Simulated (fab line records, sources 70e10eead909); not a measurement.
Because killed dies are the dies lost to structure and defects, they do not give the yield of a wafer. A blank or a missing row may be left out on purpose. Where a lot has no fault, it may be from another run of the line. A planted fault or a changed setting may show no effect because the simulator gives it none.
Which of the tools did it? -- flow nand harc -- at 1 step of a route of 1159, 12 lots with 36 wafers sampled

== WHAT THE GAUGES SHOWED, per wafer ==
NHARC_A_ONON_D1_THK_MEAS_18: measures by ellipsometry.
lot,measured,on,thk nm (nm)
L075,day 7 21:44,film metro-02,989 987 989
L076,day 8 14:38,film metro-01,1004 1003 1003
L079,day 9 04:32,film metro-02,1008 1007 1007
L080,day 9 10:17,film metro-02,984 981 983
L082,day 10 03:53,film metro-01,1010 1012 1012
L085,day 11 04:41,film metro-02,1019 1022 1017
L088,day 11 13:50,film metro-02,977 980 979
L090,day 12 02:29,film metro-02,1013 1011 1012
L091,day 12 07:15,film metro-02,1005 1004 1005
L093,day 12 13:29,film metro-02,1014 1014 1013
L096,day 13 05:39,film metro-01,1011 1010 1011
L097,day 13 18:25,film metro-02,998 997 997

== WHICH TOOL RAN EACH LOT (tool, then ch and the chambers of the sampled wafers, then the start) ==
No process step before these readings appears in the record.

== THE ANSWER, worked out from the rows above alone ==
Rule: the usual values come from the lots themselves. Put in order of their means at a reading, lots are off if they are a third of the lots or fewer, leave a main group of 4 or more, and stand apart from it by a gap of 3 or more times the standard deviation of the main group's means; of several such gaps the widest counts. Not used: any main group whose means are identical at the precision the tables above print for the reading. A lot without any number at a reading at which 4 lots or more have one is off too. Any other lot the step has rows for is counted as sound.
Nothing can be told from this: no lot is off at any reading shown.

== WHAT HAD BEEN PUT IN BY THE SIMULATOR ==
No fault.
